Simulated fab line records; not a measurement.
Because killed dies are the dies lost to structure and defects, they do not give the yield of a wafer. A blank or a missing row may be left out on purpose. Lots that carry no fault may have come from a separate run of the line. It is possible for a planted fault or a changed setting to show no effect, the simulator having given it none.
Chamber matching / flow nand harc / rie diel-10 running NHARC_P_BONDPAD_ETCH_37: 4 sister chambers
The step etches the open film in N2/H2, target depth 60 nm, overetch 18 nm, time 65.91 s. 22 wafers are shown with their chamber, then 11 later ones without.

## EACH WAFER AND ITS CHAMBER
wafer=L101.2; chamber=2; showerhead plenum p Torr (Torr)=2.18; rf vpp V (V)=435.3; oes product au (a.u.)=1.002
wafer=L101.3; chamber=0; showerhead plenum p Torr (Torr)=2.16; rf vpp V (V)=432.8; oes product au (a.u.)=0.989
wafer=L101.6; chamber=2; showerhead plenum p Torr (Torr)=2.18; rf vpp V (V)=434.9; oes product au (a.u.)=0.998
wafer=L104.2; chamber=2; showerhead plenum p Torr (Torr)=2.18; rf vpp V (V)=433.5; oes product au (a.u.)=1.003
wafer=L104.5; chamber=3; showerhead plenum p Torr (Torr)=2.06; rf vpp V (V)=431.6; oes product au (a.u.)=1.000
wafer=L106.1; chamber=2; showerhead plenum p Torr (Torr)=2.18; rf vpp V (V)=434.0; oes product au (a.u.)=0.999
wafer=L106.6; chamber=3; showerhead plenum p Torr (Torr)=2.06; rf vpp V (V)=432.1; oes product au (a.u.)=1.000
wafer=L105.1; chamber=3; showerhead plenum p Torr (Torr)=2.06; rf vpp V (V)=432.1; oes product au (a.u.)=0.992
wafer=L105.6; chamber=2; showerhead plenum p Torr (Torr)=2.18; rf vpp V (V)=435.4; oes product au (a.u.)=0.997
wafer=L114.2; chamber=2; showerhead plenum p Torr (Torr)=2.17; rf vpp V (V)=432.8; oes product au (a.u.)=0.990
wafer=L114.5; chamber=1; showerhead plenum p Torr (Torr)=1.98; rf vpp V (V)=429.0; oes product au (a.u.)=1.000
wafer=L114.6; chamber=2; showerhead plenum p Torr (Torr)=2.17; rf vpp V (V)=433.9; oes product au (a.u.)=0.987
wafer=L115.1; chamber=2; showerhead plenum p Torr (Torr)=2.17; rf vpp V (V)=433.2; oes product au (a.u.)=0.997
wafer=L115.4; chamber=1; showerhead plenum p Torr (Torr)=1.98; rf vpp V (V)=429.2; oes product au (a.u.)=0.998
wafer=L115.5; chamber=1; showerhead plenum p Torr (Torr)=1.98; rf vpp V (V)=427.6; oes product au (a.u.)=1.001
wafer=L116.1; chamber=1; showerhead plenum p Torr (Torr)=1.98; rf vpp V (V)=429.6; oes product au (a.u.)=0.999
wafer=L116.2; chamber=3; showerhead plenum p Torr (Torr)=2.06; rf vpp V (V)=430.5; oes product au (a.u.)=0.985
wafer=L116.4; chamber=2; showerhead plenum p Torr (Torr)=2.17; rf vpp V (V)=433.9; oes product au (a.u.)=0.995
wafer=L118.1; chamber=3; showerhead plenum p Torr (Torr)=2.06; rf vpp V (V)=430.6; oes product au (a.u.)=0.982
wafer=L118.2; chamber=1; showerhead plenum p Torr (Torr)=1.98; rf vpp V (V)=429.0; oes product au (a.u.)=0.997
wafer=L118.4; chamber=3; showerhead plenum p Torr (Torr)=2.06; rf vpp V (V)=432.3; oes product au (a.u.)=0.985
wafer=L117.1; chamber=3; showerhead plenum p Torr (Torr)=2.06; rf vpp V (V)=431.0; oes product au (a.u.)=0.997

SIGNATURES (means of the wafers above)
reading=showerhead plenum p Torr; chamber 0=2.1600; chamber 1=1.9800; chamber 2=2.1756; chamber 3=2.0600; scatter within a chamber=0.00351
reading=rf vpp V; chamber 0=432.800; chamber 1=428.880; chamber 2=434.100; chamber 3=431.457; scatter within a chamber=0.831
reading=oes product au; chamber 0=0.98900; chamber 1=0.99900; chamber 2=0.99644; chamber 3=0.99157; scatter within a chamber=0.00566
Rule: for each reading, subtract the chamber's mean from the wafer's reading, divide by that reading's scatter and square the result; add these up over the readings and take the root, which gives the wafer's distance from the chamber. If the next closest chamber is less than 2 further off than the closest, the wafer can't be placed; otherwise it belongs to the closest. The scatter: take each reading less its chamber's mean, square it, sum over the shown wafers, divide by the number of wafers less the number of chambers, and take the root.

## WAFERS MISSING THEIR CHAMBER
wafer=L117.3; showerhead plenum p Torr (Torr)=2.17; rf vpp V (V)=433.7; oes product au (a.u.)=0.994
wafer=L117.5; showerhead plenum p Torr (Torr)=2.17; rf vpp V (V)=434.2; oes product au (a.u.)=1.009
wafer=L119.1; showerhead plenum p Torr (Torr)=2.06; rf vpp V (V)=430.7; oes product au (a.u.)=0.993
wafer=L119.2; showerhead plenum p Torr (Torr)=1.98; rf vpp V (V)=429.0; oes product au (a.u.)=1.007
wafer=L119.3; showerhead plenum p Torr (Torr)=2.16; rf vpp V (V)=434.4; oes product au (a.u.)=0.998
wafer=L120.1; showerhead plenum p Torr (Torr)=2.17; rf vpp V (V)=433.8; oes product au (a.u.)=0.993
wafer=L120.3; showerhead plenum p Torr (Torr)=2.06; rf vpp V (V)=431.3; oes product au (a.u.)=0.997
wafer=L120.5; showerhead plenum p Torr (Torr)=2.06; rf vpp V (V)=430.1; oes product au (a.u.)=0.999
wafer=L121.2; showerhead plenum p Torr (Torr)=2.16; rf vpp V (V)=435.4; oes product au (a.u.)=0.991
wafer=L121.4; showerhead plenum p Torr (Torr)=1.98; rf vpp V (V)=429.3; oes product au (a.u.)=1.001
wafer=L121.5; showerhead plenum p Torr (Torr)=2.16; rf vpp V (V)=433.6; oes product au (a.u.)=1.000

## CHAMBER TAKEN BY EACH
wafer=L117.3; from the rows above=can't be placed: 2 or 0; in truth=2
wafer=L117.5; from the rows above=2; in truth=2
wafer=L119.1; from the rows above=3; in truth=3
wafer=L119.2; from the rows above=1; in truth=1
wafer=L119.3; from the rows above=can't be placed: 0 or 2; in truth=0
wafer=L120.1; from the rows above=can't be placed: 2 or 0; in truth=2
wafer=L120.3; from the rows above=3; in truth=3
wafer=L120.5; from the rows above=3; in truth=3
wafer=L121.2; from the rows above=can't be placed: 0 or 2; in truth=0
wafer=L121.4; from the rows above=1; in truth=1
wafer=L121.5; from the rows above=0; in truth=0
Placed correctly: 7 of 11. These rows do not allow placing 4 (true chamber among the candidates in 4). 0 placed wrongly.
